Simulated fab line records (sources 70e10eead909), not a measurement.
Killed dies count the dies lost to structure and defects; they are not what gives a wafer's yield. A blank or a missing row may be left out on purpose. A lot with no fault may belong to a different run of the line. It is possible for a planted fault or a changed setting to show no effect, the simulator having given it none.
fab line records	flow nandHarc
[record] lots = 7	wafers = 21	lastDay = 33
route steps=1302 shown A_CHANNEL_FILL_D2@616 END@1302
lots untouched by any fault: they come from a run of this same line in which no faults occurred
startH: hours from the record's first day to the start of the lot's first wafer shown	waitH: hours since the lot's step before	" same as the row above	L1.1+2: one row covering several wafers at once	- no value present, or no start provided	* or withheld: withheld	< > ~ a bound
route shown NAME@n: a module of which the file shows steps, and the number in the route of the first	usual: mean/standard deviation of fault-free wafers	same: alike in all rows	chamber/n: place in a boat	sites: per-site readings	_std_site: how widely they spread, as a standard deviation	_edge_site: outer sites' mean less inner sites'	radiusMm: how far each site lies from the wafer's centre	mask NAME#n: copy n	behind: the last tool/chamber to shape the wafer	hold: why the lot was held/for how many hours/how that ended	device: transistor that didn't switch, given as n, p or np	end of line: the same wafers' tests at the end of the route	a step with no rows: only its recipe	killed: count of dies lost to structure and defects at first sort (not the wafer's yield)	map: a wafer's dies, x killed, . not, _ none there
set.NAME: the setting that was run; set.NAME@STEP: the one run at that earlier step	model.NAME: the simulator's own value behind a step, which no gauge read
lots at selected steps of the route; one table per step, one row per wafer
services: when a tool's chamber went out of use (startH, in hours from the record's first day, below 0 if earlier), for how many hours, and the reason
[[steps]]
[step NHARC_A_CHANNEL_FILL_D2_ALD_16]
[recipe] targetThkA = 15	pulseTimeS = 10	aldCycles = 15	tempC = 300	material = SiO2
[usual] heaterPowerOuterW = 271/34	heaterPowerW = 471/48	precursorPulseHeightRel = 1.003/0.021
lot.wafer	tool	chamber	startH	waitH	heaterPowerOuterW	heaterPowerW	precursorPulseHeightRel
L593.1	aldHk-04	0	367.41	0.2	306	500	1.029
L593.2	"	1	"	"	222	392	0.994
L593.4	"	3	"	"	257	461	1.005
L599.2	aldHk-04	2	429.01	0.1	269	468	0.998
L599.1	"	3	"	"	261	457	1.007
L599.5	"	1	"	"	228	393	1.017
L600.3	aldHk-01	1	449.98	0.1	240	446	1.039
L600.1	"	2	"	"	262	470	0.989
L600.4	"	3	"	"	310	536	1.012
L601.2	aldHk-04	3	460.02	0.1	260	456	1.000
L601.3	"	0	"	"	312	525	0.975
L601.6	"	2	"	"	258	451	0.983
L602.4	aldHk-04	1	460.13	0.2	217	369	1.012
L602.2	"	3	"	"	263	441	1.000
L602.5	"	1	"	"	219	385	0.984
L608.1	aldHk-01	1	524.72	0.1	238	431	0.992
L608.4	"	2	"	"	250	424	0.994
L608.6	"	3	"	"	303	511	1.008
L609.4	aldHk-04	0	548.31	0.7	316	540	0.997
L609.2	"	1	"	"	217	378	1.030
L609.1	"	2	"	"	255	449	1.010
[step NHARC_A_CHANNEL_FILL_D2_ANNEAL_17]
[recipe] tempC = 850	timeS = 1800
[step NHARC_A_CHANNEL_FILL_D2_CVD_18]
[recipe] targetThkA = 30	tempC = 550	material = poly-Si
[step NHARC_A_CHANNEL_FILL_D2_ETCHBACK_19]
[recipe] targetDepthA = 50	timeS = 1.7	hbrFlowSccm = 150	cl2FlowSccm = 50	rfW = 400	icpW = 400	biasW = 100	chemistry = HBr/Cl2
[usual] biasW = 100.0/0.32	chamberPressureMTorr = 15.002/0.014	drypumpMotorCurrentA = 5.9/0.52	oesProductAu = 1.001/0.011	throttleValvePct = 26.405/0.0099
lot.wafer	tool	chamber	startH	waitH	biasW	chamberPressureMTorr	drypumpMotorCurrentA	oesProductAu	rfHoursCounterH	throttleValvePct
L593.1	rieSi-02	0	378.70	0.4	99.9	14.999	6.3	0.981	0.7	26.410
L593.2	"	1	"	"	99.8	15.010	5.0	0.997	0.7	26.412
L593.4	"	1	"	"	100.0	14.999	5.0	0.989	-	26.409
L599.1	rieSi-04	1	440.78	0.4	99.9	15.010	5.8	0.992	0.6	26.397
L599.2	"	2	"	"	99.9	15.019	5.8	1.000	0.5	26.386
L599.5	"	0	"	"	100.4	14.980	5.2	1.014	-	26.409
L600.3	rieSi-04	3	461.35	0.4	100.2	14.997	6.1	0.994	0.6	26.417
L600.4	"	1	"	"	100.6	15.001	5.8	0.986	0.7	26.394
L600.1	"	2	"	"	100.1	15.001	5.8	0.990	0.6	26.414
L602.2	rieSi-01	0	471.84	0.4	100.0	15.010	6.3	1.016	0.5	26.426
L602.4	"	2	"	"	100.5	14.983	6.8	1.021	0.5	26.414
L602.5	"	0	"	"	100.0	15.019	6.3	1.017	-	26.391
L601.2	rieSi-04	0	471.84	0.4	100.5	15.004	5.2	0.991	0.8	26.412
L601.3	"	1	"	"	100.5	14.997	5.9	0.983	0.8	26.397
L601.6	"	1	"	"	100.4	15.028	5.9	0.986	-	26.408
L608.4	rieSi-02	0	537.13	0.4	100.2	14.998	6.3	0.996	0.5	26.385
L608.1	"	1	"	"	100.2	14.984	5.0	0.982	0.5	26.388
L608.6	"	3	"	"	99.7	15.009	5.9	1.003	-	26.421
L609.4	rieSi-04	3	559.62	0.4	100.2	14.993	6.1	0.994	0.2	26.408
L609.1	"	0	"	"	100.2	15.010	5.2	0.997	0.2	26.408
L609.2	"	1	"	"	100.2	15.005	5.8	0.981	0.2	26.410
[step NHARC_A_CHANNEL_FILL_D2_ETCHBACK_20]
[recipe] targetDepthA = 270	timeS = 13.5	c4f8FlowSccm = withheld	o2FlowSccm = 8	arFlowSccm = withheld	rfW = 600	biasW = 1500	chemistry = C4F8/O2/Ar
[usual] biasW = 1500/4.8	chamberPressureMTorr = 24.999/0.023	oesProductAu = 0.985/0.023	rfVppV = 980/4.5
lot.wafer	tool	chamber	startH	waitH	biasW	chamberPressureMTorr	oesProductAu	rfHoursCounterH	rfVppV
L593.1	rieDiel-02	0	378.85	-	1499	25.006	0.956	4	975
L593.4	"	1	"	"	1503	24.983	0.948	3	984
L593.2	"	3	"	"	1503	25.026	0.965	3	980
L599.2	rieDiel-02	0	440.90	-	1500	25.005	1.008	1	974
L599.1	"	2	"	"	1492	25.065	1.017	1	986
L599.5	"	0	"	"	1500	25.014	1.000	-	974
L600.1	rieDiel-02	1	461.49	-	1499	25.023	0.931	2	983
L600.3	"	2	"	"	1485	25.029	0.951	2	987
L600.4	"	3	"	"	1504	24.962	0.931	1	981
L602.2	rieDiel-06	3	471.96	-	1501	24.959	0.983	4	979
L602.4	"	0	"	"	1492	25.039	0.971	4	981
L602.5	"	3	"	"	1494	25.011	0.985	-	979
L601.3	rieDiel-02	3	471.97	-	1502	25.023	0.988	2	983
L601.2	"	2	"	"	1503	24.976	0.999	2	986
L601.6	"	3	"	"	1494	25.018	1.000	-	982
L608.1	rieDiel-02	2	537.25	-	1499	25.022	1.008	4	988
L608.4	"	3	"	"	1504	25.000	0.990	4	981
L608.6	"	3	"	"	1492	24.978	0.985	-	982
L609.2	rieDiel-02	3	559.75	-	1492	24.981	0.995	4	981
L609.1	"	0	"	"	1501	24.960	0.995	4	975
L609.4	"	2	"	"	1507	24.985	1.000	4	987
[step NHARC_A_CHANNEL_FILL_D2_STRIP_28]
[recipe] timeS = 20	o2FlowSccm = 500	arFlowSccm = 0	biasW = 0	chemistry = O2
[usual] drypumpMotorCurrentA = 5.6/0.42	oesProductAu = 0.997/0.012	rfVppV = 57.9/0.9	showerheadPlenumPTorr = 3.57/0.11	throttleValvePct = 17.036/0.0094
lot.wafer	tool	chamber	startH	waitH	drypumpMotorCurrentA	oesProductAu	rfHoursCounterH	rfVppV	showerheadPlenumPTorr	throttleValvePct
L593.1	rieDiel-02	3	378.94	0.1	6.2	1.001	3	58.4	3.61	17.035
L593.4	"	0	"	"	5.1	0.999	4	57.3	3.42	17.031
L593.2	"	2	"	"	5.3	0.990	3	58.4	3.75	17.047
L599.1	rieDiel-02	1	440.99	0.1	5.9	0.978	1	57.7	3.67	17.033
L599.2	"	2	"	"	5.3	1.020	1	57.6	3.75	17.041
L599.5	"	0	"	"	5.0	1.002	-	57.7	3.42	17.038
L600.3	rieDiel-02	2	461.58	0.1	5.3	1.015	2	58.9	3.75	17.046
L600.4	"	3	"	"	6.2	1.005	1	57.0	3.61	17.053
L600.1	"	0	"	"	5.0	1.008	2	56.8	3.42	17.053
L602.4	rieDiel-06	3	472.06	0.1	5.2	0.988	4	57.2	3.55	17.048
L602.2	"	0	"	"	5.5	0.999	4	56.9	3.62	17.022
L602.5	"	1	"	"	5.5	1.008	-	57.7	3.39	17.037
L601.2	rieDiel-02	0	472.08	0.1	5.1	1.004	2	58.4	3.42	17.042
L601.3	"	2	"	"	5.3	1.012	2	58.3	3.75	17.045
L601.6	"	3	"	"	6.2	1.007	-	56.6	3.61	17.059
L608.4	rieDiel-02	2	537.34	0.1	5.3	1.022	4	58.9	3.75	17.032
L608.1	"	3	"	"	6.2	0.985	4	59.7	3.61	17.032
L608.6	"	3	"	"	6.2	0.998	-	58.3	3.61	17.025
L609.4	rieDiel-02	0	559.84	0.1	5.0	1.008	4	56.4	3.42	17.039
L609.1	"	1	"	"	5.9	0.968	4	57.6	3.67	17.040
L609.2	"	2	"	"	5.3	1.006	4	59.2	3.75	17.057
[step NHARC_A_CHANNEL_FILL_D2_PRECLEAN_21]
[recipe] timeS = 30	chemistry = dHF
[step NHARC_A_CHANNEL_FILL_D2_SRD_23]
[step NHARC_A_CHANNEL_FILL_D2_CVD_05]
[recipe] targetThkA = 50	tempC = 550	material = poly-Si
[step NHARC_A_CHANNEL_FILL_D2_ANNEAL_22]
[recipe] tempC = 620	timeS = 7200
[step NHARC_A_CHANNEL_FILL_D2_ALD_25]
[recipe] targetThkA = 600	pulseTimeS = 10	aldCycles = 600	tempC = 300	material = SiOx
[step NHARC_A_CHANNEL_FILL_D2_ETCHBACK_08]
[recipe] targetDepthA = 2200	timeS = 110	c4f8FlowSccm = 20	arFlowSccm = withheld	rfW = 600	biasW = 300	chemistry = C4F8
[usual] chamberPressureMTorr = 24.999/0.023	oesProductAu = 0.96/0.036	rfVppV = 441.4/2
lot.wafer	tool	chamber	startH	waitH	chamberPressureMTorr	oesProductAu	rfHoursCounterH	rfVppV
L593.2	rieDiel-13	1	397.08	-	25.059	1.00	9	440.3
L593.4	"	3	"	"	24.990	1.00	9	445.0
L593.1	"	0	"	"	25.016	1.02	9	440.8
L599.1	rieDiel-06	3	458.53	-	24.979	1.00	4	441.1
L599.2	"	2	"	"	25.011	0.99	4	441.7
L599.5	"	0	"	"	24.950	0.98	-	443.5
L600.1	rieDiel-06	2	479.00	-	-	-	-	-
L600.4	"	3	"	"	-	-	-	-
L600.3	"	0	"	"	-	-	-	-
L602.2	rieDiel-13	1	489.40	-	-	-	-	-
L602.4	"	3	"	"	-	-	-	-
L602.5	"	1	"	"	-	-	-	-
L601.3	rieDiel-02	1	489.41	-	-	-	-	-
L601.2	"	2	"	"	-	-	-	-
L601.6	"	1	"	"	-	-	-	-
L608.4	rieDiel-06	3	554.30	-	24.991	0.99	2	442.6
L608.1	"	0	"	"	25.010	1.00	2	442.0
L608.6	"	0	"	"	25.022	1.00	-	442.5
L609.2	rieDiel-06	2	576.72	-	25.027	0.99	2	441.6
L609.4	"	3	"	"	25.000	0.98	2	439.7
L609.1	"	0	"	"	24.998	0.98	2	443.2
[step NHARC_A_CHANNEL_FILL_D2_STRIP_29]
[recipe] timeS = 20	o2FlowSccm = 500	arFlowSccm = 0	biasW = 0	chemistry = O2
[usual] drypumpMotorCurrentA = 5.6/0.36	oesProductAu = 0.997/0.012	rfVppV = 57.9/0.91	showerheadPlenumPTorr = 3.57/0.11	throttleValvePct = 17.038/0.0091
lot.wafer	tool	chamber	startH	waitH	drypumpMotorCurrentA	oesProductAu	rfHoursCounterH	rfVppV	showerheadPlenumPTorr	throttleValvePct
L593.4	rieDiel-13	2	-	-	4.9	0.996	9	59.3	3.45	17.034
L593.1	"	3	"	"	5.3	1.010	9	58.2	3.70	17.048
L593.2	"	1	"	"	6.2	0.978	9	58.8	3.53	17.054
L599.1	rieDiel-06	1	-	-	5.5	0.992	3	57.9	3.39	17.023
L599.2	"	2	"	"	5.8	0.990	4	58.1	3.54	17.036
L599.5	"	1	"	"	5.5	0.991	-	57.9	3.39	17.034
L600.1	rieDiel-06	3	479.16	0.1	5.3	0.982	4	57.3	3.55	17.046
L600.3	"	0	"	"	5.5	0.992	4	56.1	3.62	17.027
L600.4	"	2	"	"	5.8	0.976	4	57.4	3.54	17.031
L601.2	rieDiel-02	2	489.55	0.1	5.3	1.004	3	58.9	3.75	17.040
L601.3	"	3	"	"	6.2	0.995	3	59.1	3.61	17.047
L601.6	"	1	"	"	5.9	0.966	-	58.0	3.67	17.020
L602.2	rieDiel-13	0	489.55	0.1	6.1	1.004	25	56.9	3.57	17.048
L602.4	"	2	"	"	4.9	0.988	24	58.9	3.44	17.037
L602.5	"	0	"	"	6.1	1.015	-	57.7	3.57	17.032
L608.1	rieDiel-06	1	-	-	5.5	1.008	2	58.5	3.39	17.022
L608.4	"	2	"	"	5.8	1.005	2	58.2	3.54	17.030
L608.6	"	0	"	"	5.5	0.995	-	57.7	3.62	17.039
L609.2	rieDiel-06	0	-	-	5.5	1.002	2	58.4	3.62	17.043
L609.1	"	1	"	"	5.5	1.000	2	56.9	3.39	17.054
L609.4	"	3	"	"	5.2	0.977	2	58.8	3.55	17.044
[step NHARC_END_SORT_01]
[recipe] tempC = 25
[usual] killedAtArray = 57/19	killedAtOther = 0.9/1.1	killedAtPeriphery = 4.0/2.6	killedDies = 62/19	killedOpen = 3.3/1.8	killedShort = 2.4/1.7
[same] grossDies = 677
lot.wafer	tool	chamber	startH	waitH	killedAtArray	killedAtOther	killedAtPeriphery	killedDies	killedOpen	killedShort
L599.1	prober-02	0	686.84	2.4	47	0	5	52	1	0
L599.2	prober-02	0	687.63	2.8	38	0	7	45	4	0
L599.5	prober-02	0	690.02	3.7	59	1	5	65	2	3
L600.1	prober-01	0	686.90	2.5	676	0	1	677	3	3
L600.3	prober-01	0	688.49	3.1	673	1	3	677	1	1
L600.4	prober-01	0	689.28	3.4	673	0	4	677	2	2
L602.2	prober-02	0	711.71	2.8	675	0	2	677	1	2
L602.4	prober-02	0	713.29	3.4	673	1	3	677	9	4
L602.5	prober-02	0	714.08	3.7	676	0	1	677	5	0
L601.2	prober-01	0	715.26	2.8	673	4	0	677	2	5
L601.3	prober-01	0	716.06	3.1	672	3	2	677	5	1
L601.6	prober-01	0	718.46	4.0	674	1	2	677	6	0
// killed by level:class
L599.1 A_CHANNEL_HOLE_D1:chamberFilmFlake=33 A_SLIT:chamberFilmFlake=4 P_GATE:chamberFilmFlake=3 A_WL_FILL:chamberFilmFlake=3 P_CONTACT:chamberFilmFlake=2 A_DECK1_JOINT:chamberFilmFlake=2 A_CONTACT:chamberFilmFlake=2 A_M0:chamberFilmFlake=2
L600.1 A_CHANNEL_FILL_D2:areaEtchback=614 A_CHANNEL_HOLE_D1:chamberFilmFlake=26 A_SLIT:chamberFilmFlake=25 A_STAIRCASE:chamberFilmFlake=3 A_WL_FILL:chamberFilmFlake=2 P_GATE:geometricParticle:open=1 A_CHANNEL_FILL_D1:geometricParticle:short=1 A_DECK1_JOINT:geometricParticle:open=1
L599.2 A_CHANNEL_HOLE_D1:chamberFilmFlake=30 P_GATE:chamberFilmFlake=4 A_CONTACT:chamberFilmFlake=3 P_CONTACT:geometricParticle:open=2 P_M0:geometricParticle:open=1 A_ONON_D2:geometricParticle:open=1 A_CHANNEL_HOLE_D2:chamberFilmFlake=1 A_STAIRCASE:chamberFilmFlake=1
L600.3 A_CHANNEL_FILL_D2:areaEtchback=626 A_CHANNEL_HOLE_D1:chamberFilmFlake=25 A_SLIT:chamberFilmFlake=16 P_GATE:chamberFilmFlake=2 A_STAIRCASE:chamberFilmFlake=2 A_ONON_D1:geometricParticle:open=1 A_CHANNEL_HOLE_D2:geometricParticle:short=1 P_M1:chamberFilmFlake=1
L600.4 A_CHANNEL_FILL_D2:areaEtchback=611 A_CHANNEL_HOLE_D1:chamberFilmFlake=26 A_SLIT:chamberFilmFlake=25 A_BLC:geometricParticle:short=2 A_ZERO_WELL:chamberFilmFlake=2 A_STAIRCASE:chamberFilmFlake=2 A_WL_FILL:chamberFilmFlake=2 A_CONTACT:chamberFilmFlake=2
L599.5 A_CHANNEL_HOLE_D1:chamberFilmFlake=46 A_SLIT:chamberFilmFlake=5 P_GATE:chamberFilmFlake=3 A_DECK1_JOINT:geometricParticle:short=2 A_BLC:geometricParticle:open=2 A_CHANNEL_HOLE_D2:chamberFilmFlake=2 P_CONTACT:geometricParticle:short=1 P_STI:chamberFilmFlake=1
L602.2 A_CHANNEL_FILL_D2:areaEtchback=598 A_CHANNEL_HOLE_D2:chamberFilmFlake=24 A_CHANNEL_HOLE_D1:chamberFilmFlake=23 A_SLIT:chamberFilmFlake=18 A_M1:chamberFilmFlake=4 A_CONTACT:chamberFilmFlake=3 A_STAIRCASE:chamberFilmFlake=2 P_CONTACT:geometricParticle:open=1
L602.4 A_CHANNEL_FILL_D2:areaEtchback=590 A_CHANNEL_HOLE_D1:chamberFilmFlake=26 A_CHANNEL_HOLE_D2:chamberFilmFlake=22 A_SLIT:chamberFilmFlake=14 A_M1:chamberFilmFlake=4 A_CONTACT:chamberFilmFlake=3 A_CHANNEL_FILL_D2:geometricParticle:short=2 A_M0:geometricParticle:open=2
L602.5 A_CHANNEL_FILL_D2:areaEtchback=585 A_SLIT:chamberFilmFlake=33 A_CHANNEL_HOLE_D1:chamberFilmFlake=30 A_CHANNEL_HOLE_D2:chamberFilmFlake=11 A_STAIRCASE:chamberFilmFlake=4 A_CONTACT:chamberFilmFlake=4 A_M0:geometricParticle:open=2 A_WL_FILL:chamberFilmFlake=2
L601.2 A_CHANNEL_FILL_D2:areaEtchback=640 A_CHANNEL_HOLE_D1:chamberFilmFlake=13 A_CONTACT:chamberFilmFlake=7 THIN_TSV:chamberFilmFlake=4 A_SLIT:chamberFilmFlake=3 A_WL_FILL:geometricParticle:short=2 A_CHANNEL_HOLE_D1:geometricParticle:open=1 A_DECK1_JOINT:geometricParticle:open=1
L601.3 A_CHANNEL_FILL_D2:areaEtchback=642 A_CHANNEL_HOLE_D1:chamberFilmFlake=8 A_CONTACT:chamberFilmFlake=8 A_SLIT:chamberFilmFlake=4 THIN_TSV:chamberFilmFlake=3 P_M1:chamberFilmFlake=2 A_WL_FILL:chamberFilmFlake=2 A_SOURCE_PLATE:geometricParticle:open=1
L601.6 A_CHANNEL_FILL_D2:areaEtchback=646 A_CHANNEL_HOLE_D1:chamberFilmFlake=10 A_CONTACT:chamberFilmFlake=5 A_STAIRCASE:chamberFilmFlake=3 A_WL_FILL:chamberFilmFlake=2 P_STI:geometricParticle:open=1 A_CHANNEL_HOLE_D1:geometricParticle:open=1 A_DECK1_JOINT:geometricParticle:open=1
// map L600.1 (x killed, . not)
____________x____________
_________xxxxxxx_________
_______xxxxxxxxxxx_______
______xxxxxxxxxxxxx______
_____xxxxxxxxxxxxxxx_____
____xxxxxxxxxxxxxxxxx____
____xxxxxxxxxxxxxxxxx____
___xxxxxxxxxxxxxxxxxxx___
___xxxxxxxxxxxxxxxxxxx___
__xxxxxxxxxxxxxxxxxxxxx__
__xxxxxxxxxxxxxxxxxxxxx__
_xxxxxxxxxxxxxxxxxxxxxxx_
_xxxxxxxxxxxxxxxxxxxxxxx_
_xxxxxxxxxxxxxxxxxxxxxxx_
_xxxxxxxxxxxxxxxxxxxxxxx_
_xxxxxxxxxxxxxxxxxxxxxxx_
xxxxxxxxxxxxxxxxxxxxxxxxx
xxxxxxxxxxxxxxxxxxxxxxxxx
xxxxxxxxxxxxxxxxxxxxxxxxx
xxxxxxxxxxxxxxxxxxxxxxxxx
xxxxxxxxxxxxxxxxxxxxxxxxx
_xxxxxxxxxxxxxxxxxxxxxxx_
_xxxxxxxxxxxxxxxxxxxxxxx_
_xxxxxxxxxxxxxxxxxxxxxxx_
_xxxxxxxxxxxxxxxxxxxxxxx_
_xxxxxxxxxxxxxxxxxxxxxxx_
__xxxxxxxxxxxxxxxxxxxxx__
__xxxxxxxxxxxxxxxxxxxxx__
___xxxxxxxxxxxxxxxxxxx___
___xxxxxxxxxxxxxxxxxxx___
____xxxxxxxxxxxxxxxxx____
____xxxxxxxxxxxxxxxxx____
_____xxxxxxxxxxxxxxx_____
______xxxxxxxxxxxxx______
_______xxxxxxxxxxx_______
_________xxxxxxx_________
____________x____________
// map L601.2 (x killed, . not)
____________x____________
_________xxxxxxx_________
_______xxxxxxxxxxx_______
______xxxxxxxxxxxxx______
_____xxxxxxxxxxxxxxx_____
____xxxxxxxxxxxxxxxxx____
____xxxxxxxxxxxxxxxxx____
___xxxxxxxxxxxxxxxxxxx___
___xxxxxxxxxxxxxxxxxxx___
__xxxxxxxxxxxxxxxxxxxxx__
__xxxxxxxxxxxxxxxxxxxxx__
_xxxxxxxxxxxxxxxxxxxxxxx_
_xxxxxxxxxxxxxxxxxxxxxxx_
_xxxxxxxxxxxxxxxxxxxxxxx_
_xxxxxxxxxxxxxxxxxxxxxxx_
_xxxxxxxxxxxxxxxxxxxxxxx_
xxxxxxxxxxxxxxxxxxxxxxxxx
xxxxxxxxxxxxxxxxxxxxxxxxx
xxxxxxxxxxxxxxxxxxxxxxxxx
xxxxxxxxxxxxxxxxxxxxxxxxx
xxxxxxxxxxxxxxxxxxxxxxxxx
_xxxxxxxxxxxxxxxxxxxxxxx_
_xxxxxxxxxxxxxxxxxxxxxxx_
_xxxxxxxxxxxxxxxxxxxxxxx_
_xxxxxxxxxxxxxxxxxxxxxxx_
_xxxxxxxxxxxxxxxxxxxxxxx_
__xxxxxxxxxxxxxxxxxxxxx__
__xxxxxxxxxxxxxxxxxxxxx__
___xxxxxxxxxxxxxxxxxxx___
___xxxxxxxxxxxxxxxxxxx___
____xxxxxxxxxxxxxxxxx____
____xxxxxxxxxxxxxxxxx____
_____xxxxxxxxxxxxxxx_____
______xxxxxxxxxxxxx______
_______xxxxxxxxxxx_______
_________xxxxxxx_________
____________x____________
[[services]]
tool	chamber	startH	hours	kind
rieSi-02	3	360.41	27.1	repair
rieSi-01	1	361.69	5.5	repair
rieSi-01	-	370.00	9.0	pm
rieDiel-13	2	375.37	4.1	repair
rieDiel-06	0	389.94	2.6	repair
rieDiel-02	-	393.70	9.0	pm
aldHk-04	-	435.79	10.0	pm
rieDiel-06	1	437.12	7.5	repair
rieSi-02	-	454.00	9.0	pm
rieDiel-02	1	465.87	12.9	repair
aldHk-01	-	479.55	10.0	pm
rieDiel-06	-	484.20	9.0	pm
rieSi-04	2	489.99	0.9	repair
rieDiel-13	0	497.47	1.3	repair
rieDiel-06	-	510.93	0.2	repair
rieDiel-02	0	517.69	2.9	repair
rieDiel-13	-	519.00	9.0	pm
rieSi-04	-	519.00	9.0	pm
rieSi-02	2	532.13	1.4	repair
rieDiel-13	0	533.95	6.5	repair
rieDiel-06	1	537.73	5.8	repair
rieDiel-02	2	548.53	1.3	repair
rieDiel-13	1	565.20	13.9	repair
rieDiel-02	-	570.70	9.0	pm
[[key]]
[firstSign] step = NHARC_A_CHANNEL_FILL_D2_ETCHBACK_08	reading = toolRecord	direction = missing
[effect] step = NHARC_END_SORT_01	reading = killedDies	direction = up	sigmas = 33	usual = 62	struck = 677
[moreKillsBornAt] NHARC_A_CHANNEL_FILL_D2_ETCHBACK_08@rieDiel-02 = 1928	NHARC_A_CHANNEL_FILL_D2_ETCHBACK_08@rieDiel-06 = 1851	NHARC_A_CHANNEL_FILL_D2_ETCHBACK_08@rieDiel-13 = 1773
metAt NHARC_A_CHANNEL_FILL_D2_ETCHBACK_08
struckWafers L600.1,L600.3,L600.4,L601.2,L601.3,L601.6,L602.2,L602.4,L602.5
laterRowsLeftOut L600.1,L600.3,L600.4,L601.2,L601.3,L601.6,L602.2,L602.4,L602.5
testerLeftOut L600,L601,L602
onsetBetween 458.53 479.00
[fault] kind = skippedStepWhole	tool = rieDiel-02,rieDiel-06,rieDiel-13	chamber = -	onsetH = 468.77	steps = NHARC_A_CHANNEL_FILL_D2_ETCHBACK_08	scope = struckLotsOnly
// testerLeftOut: of these lots the tester's yield and bins aren't shown, on N5 and GAA mostly nor the transistor test; their killed dies are dies lost to structure and defects alone, not to doping, threshold or leakage, so they don't give the yield
// laterRowsLeftOut: the simulator's readings of these wafers behind a module that went badly wrong aren't trusted and aren't shown, but for the sort
